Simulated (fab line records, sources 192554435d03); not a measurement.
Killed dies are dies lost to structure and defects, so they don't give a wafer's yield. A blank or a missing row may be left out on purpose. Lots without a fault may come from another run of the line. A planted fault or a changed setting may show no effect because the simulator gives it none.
Split-lot experiment | flow n5_finfet | 7 lots, 39 wafers read, on a route of 1938 steps

THE SPLIT
At N5_FIN_SAQP_HM_DEP_03 (deposits SiNx from SiH4/NH3/N2, target thk 38 nm, time 33.6 s), the setting time_s was moved away from the recipe's 33.6 s on 15 of the 39 wafers read, by -13.8% to +13.0%. The other wafers ran this setting at the recipe's value.

FROM THE SPLIT TO THE READING: what the file shows between them, 8 steps
- N5_FIN_SAQP_THK_MEAS_05
- N5_FIN_SAQP_PECVD_47: deposits a-Si from SiH4/He, target thk 45 nm, time 36.3 s
- N5_FIN_SAQP_PECVD_48: deposits SiNx from SiH4/NH3/N2, target thk 25 nm, time 22.1 s
- N5_FIN_SAQP_MANDREL2_REMOVE_60: chemistry HBr/Cl2/O2, target a-Si, stops on SiNx, bt time 10 s
- N5_FIN_SAQP_HM_OPEN_33: chemistry CH3F/O2, target SiNx, target depth 49.4 nm, time 70.6 s
- N5_FIN_SAQP_ETCH_34: etches SiO2 in C4F6/O2, target depth 45 nm, time 15 s
- N5_FIN_SAQP_STRIP_77: strips in N2/H2, time 90 s
- N5_FIN_SAQP_ETCH_64: etches SiO2 in CF4, target depth 1.5 nm

THE READING
SiNx_of_FIN_SAQP_HM_DEP_03.thk_nm (the simulator's own value, which no gauge read), in nm, at N5_FIN_SAQP_FIN_ETCH_36 (etches the open film in HBr/Cl2/O2, target depth 120 nm, time 50.4 s). The file gives no usual value for it. The 24 wafers here that ran the recipe average 20.9 nm, standard deviation 0.65 nm.

wafer  | tool, chamber at the split | time_s as run, s | against the recipe | SiNx_of_FIN_SAQP_HM_DEP_03.thk_nm, nm | against lot-mates on the recipe
L077.1 | pecvd-02, 0,1              | 35.63            | +6.0%              | 23.2                                  | +1.5
L077.2 | pecvd-02, 2                | 35.63            | +6.0%              | 23.4                                  | +1.7
L077.3 | pecvd-02, 0,1              | 35.63            | +6.0%              | 23.6                                  | +1.9
L077.4 | pecvd-02, 0                | 33.6             | recipe             | 21.8                                  | -
L077.5 | pecvd-02, 2                | 33.6             | recipe             | 21.2                                  | -
L077.6 | pecvd-02, 1                | 33.6             | recipe             | 22                                    | -
L080.1 | pecvd-03, 0                | 28.96            | -13.8%             | 14.4                                  | -5.4
L080.2 | pecvd-03, 1                | 28.96            | -13.8%             | 14.4                                  | -5.4
L080.3 | pecvd-03, 2,0              | 33.6             | recipe             | 20                                    | -
L080.5 | pecvd-03, 2,0              | 33.6             | recipe             | 20                                    | -
L080.4 | pecvd-03, 1                | 33.6             | recipe             | 19.4                                  | -
L080.6 | pecvd-03, 2                | 28.96            | -13.8%             | 15.4                                  | -4.4
L087.1 | pecvd-03, 0                | 33.6             | recipe             | 20.4                                  | -
L087.2 | pecvd-03, 1                | 35.86            | +6.7%              | 22.6                                  | +1.8
L087.3 | pecvd-03, 2                | 35.86            | +6.7%              | 24.4                                  | +3.6
L087.4 | pecvd-03, 2                | 35.86            | +6.7%              | 24.2                                  | +3.4
L087.5 | pecvd-03, 1                | 33.6             | recipe             | 20.6                                  | -
L087.6 | pecvd-03, 0                | 33.6             | recipe             | 21.4                                  | -
L089.1 | pecvd-01, 0                | 33.6             | recipe             | 21                                    | -
L089.3 | pecvd-01, 1                | 33.6             | recipe             | 21                                    | -
L089.4 | pecvd-01, 0                | 33.6             | recipe             | 21.2                                  | -
L092.1 | pecvd-01, 2                | 33.6             | recipe             | 20.8                                  | -
L092.2 | pecvd-01, 0                | 33.6             | recipe             | 20.6                                  | -
L092.3 | pecvd-01, 1                | 33.6             | recipe             | 20.6                                  | -
L092.4 | pecvd-01, 2                | 33.6             | recipe             | 21.6                                  | -
L092.5 | pecvd-01, 0                | 33.6             | recipe             | 21                                    | -
L092.6 | pecvd-01, 1                | 33.6             | recipe             | 22                                    | -
L094.1 | pecvd-01, 2                | 33.6             | recipe             | 21                                    | -
L094.2 | pecvd-01, 0                | 33.6             | recipe             | 20.8                                  | -
L094.3 | pecvd-01, 1                | 37.97            | +13.0%             | 25                                    | +3.9
L094.4 | pecvd-01, 1                | 37.97            | +13.0%             | 26                                    | +4.9
L094.5 | pecvd-01, 2                | 33.6             | recipe             | 21.6                                  | -
L094.6 | pecvd-01, 0                | 37.97            | +13.0%             | 25.8                                  | +4.7
L096.1 | pecvd-01, 1                | 33.6             | recipe             | 20.2                                  | -
L096.2 | pecvd-01, 0                | 30.31            | -9.8%              | 16.8                                  | -4.1
L096.3 | pecvd-01, 2                | 30.31            | -9.8%              | 17.2                                  | -3.7
L096.4 | pecvd-01, 2                | 33.6             | recipe             | 21.6                                  | -
L096.5 | pecvd-01, 0                | 33.6             | recipe             | 20.8                                  | -
L096.6 | pecvd-01, 1                | 30.31            | -9.8%              | 17.4                                  | -3.5
Where a row lists several chambers, the file gives one row for several wafers and doesn't say which wafer went through which chamber.

THE FIT
A straight line over all 39 wafers: SiNx_of_FIN_SAQP_HM_DEP_03.thk_nm changes by +0.404 nm for each +1% of time_s; r = +0.97; the points scatter about the line by 0.65 nm.
The same after taking each lot's own level away (the mean of its wafers on the recipe; 39 wafers): +0.363 nm for each +1%; r = +0.98; scatter 0.5 nm.
On that fit, the largest move of time_s shifts the reading by 5 nm.
The lots' own levels span 19.80 to 21.67 nm, that is 2.9 times the standard deviation above.
So the lot-to-lot level changes the slope: the two fits differ.
Check: with one of the wafers moved furthest among these (-13.8%) left out of the fit, the line predicts -4.98 nm for it against its lot-mates. It came out at -5.4 nm against them.

OTHER SPLITS ON THESE WAFERS
These wafers also went through other splits before the reading. Each is held against what the fit with the lots' levels taken away leaves over:
other split on the same wafers    | wafers away from the commonest value | r with SiNx_of_FIN_SAQP_HM_DEP_03.thk_nm (lot level and that fit taken away)
N5_WELL_APT_EXPOSE_05 dose_mj     | 12                                   | -0.27
N5_WELL_APT_IMPLANT_32 energy_kev | 15                                   | -0.18

THE WHOLE CHAIN: every reading that the file lists as answering this split, in the file's order
step                    | what it does                                                         | reading                                                                            | change (the file's fit)               | r (the file's)
N5_FIN_SAQP_HM_DEP_03   | deposits SiNx from SiH4/NH3/N2, target thk 38 nm, time 33.6 s        | SiNx_of_FIN_SAQP_HM_DEP_03.thk_nm (the simulator's own value, which no gauge read) | +0.381 nm for each +1% of the setting | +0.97
N5_FIN_SAQP_THK_MEAS_05 |                                                                      | thk_nm                                                                             | withheld for each +1% of the setting  | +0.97
N5_FIN_SAQP_HM_OPEN_33  | chemistry CH3F/O2, target SiNx, target depth 49.4 nm, time 70.6 s    | etch_rf_on_time_s                                                                  | withheld for each +1% of the setting  | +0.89
N5_FIN_SAQP_HM_OPEN_33  | chemistry CH3F/O2, target SiNx, target depth 49.4 nm, time 70.6 s    | etch.depth_nm (the simulator's own value, which no gauge read)                     | +0.378 nm for each +1% of the setting | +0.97
N5_FIN_SAQP_FIN_ETCH_36 | etches the open film in HBr/Cl2/O2, target depth 120 nm, time 50.4 s | SiNx_of_FIN_SAQP_HM_DEP_03.thk_nm (the simulator's own value, which no gauge read) | +0.362 nm for each +1% of the setting | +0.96

THE FILE'S OWN FIT
SiNx_of_FIN_SAQP_HM_DEP_03.thk_nm changes by +0.362 nm for each +1% of time_s, r = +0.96.
